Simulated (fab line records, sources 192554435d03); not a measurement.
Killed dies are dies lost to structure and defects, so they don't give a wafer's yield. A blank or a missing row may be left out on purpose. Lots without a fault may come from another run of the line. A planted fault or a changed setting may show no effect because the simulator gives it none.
Which tool did it? | flow n5_finfet | 6 lots, 16 wafers sampled, at 3 steps of a route of 1938

WHAT THE GAUGES READ, wafer by wafer
N5_PASSIVATION_CD_MEAS_30: target cd 4000 nm.
lot  | measured     | on        | cd_nm (nm)
L816 | day 12 16:52 | cd_sem-03 | 3998.4 3997.3
L818 | day 13 03:22 | cd_sem-01 | 4001.8 3997.8 3998.9
L821 | day 14 08:43 | cd_sem-03 | 3997.5 3997.6
L828 | day 15 10:49 | cd_sem-01 | 4001.2 4002.1 3999.9
L830 | day 16 04:50 | cd_sem-01 | 4002.1 4000.5 4000.0
L836 | day 17 20:02 | cd_sem-01 | 4001.5 4000.5 3999.4

WHICH TOOL RAN EACH LOT (tool, then ch and the chambers of the sampled wafers, then the start)
lot  | N5_SDB_PRECLEAN_39                 | N5_PASSIVATION_STRIP_14
L816 | wet_bench-02 ch 5,6, day 4 14:31   | rie_diel-03 ch 0,1, day 12 15:35
L818 | wet_bench-02 ch 0,1,3, day 5 00:04 | rie_diel-01 ch 1,2,3, day 13 01:55
L821 | wet_bench-02 ch 5,6, day 5 19:28   | rie_diel-01 ch 1,3, day 14 07:33
L828 | wet_bench-02 ch 1,2,5, day 7 12:50 | rie_diel-01 ch 1,2,3, day 15 09:50
L830 | wet_bench-04 ch 2,4,5, day 8 00:19 | rie_diel-03 ch 0,2,3, day 16 03:40
L836 | wet_bench-01 ch 1,3,5, day 9 10:19 | rie_diel-02 ch 0,1,2, day 17 19:09
- N5_SDB_PRECLEAN_39: cleans in O3/DIW, time 45 s.
- N5_PASSIVATION_STRIP_14: strips in O2.

THE ANSWER, worked out from the rows above alone
Rule: what is usual is taken from the lots themselves. Put in order of their means at a reading, lots are off if they are a third of the lots or fewer, leave a main group of 4 or more, and stand apart from it by a gap of 3 or more times the standard deviation of the main group's means; of several such gaps the widest counts. A main group whose means are all the same, to the digits that the tables above print for the reading, isn't used. A lot without any number at a reading at which 4 lots or more have one is off too. The other lots that the step has rows for count as sound.
No lot is off at any reading shown: from this, nothing can be told.

WHAT THE SIMULATOR HAD PUT IN
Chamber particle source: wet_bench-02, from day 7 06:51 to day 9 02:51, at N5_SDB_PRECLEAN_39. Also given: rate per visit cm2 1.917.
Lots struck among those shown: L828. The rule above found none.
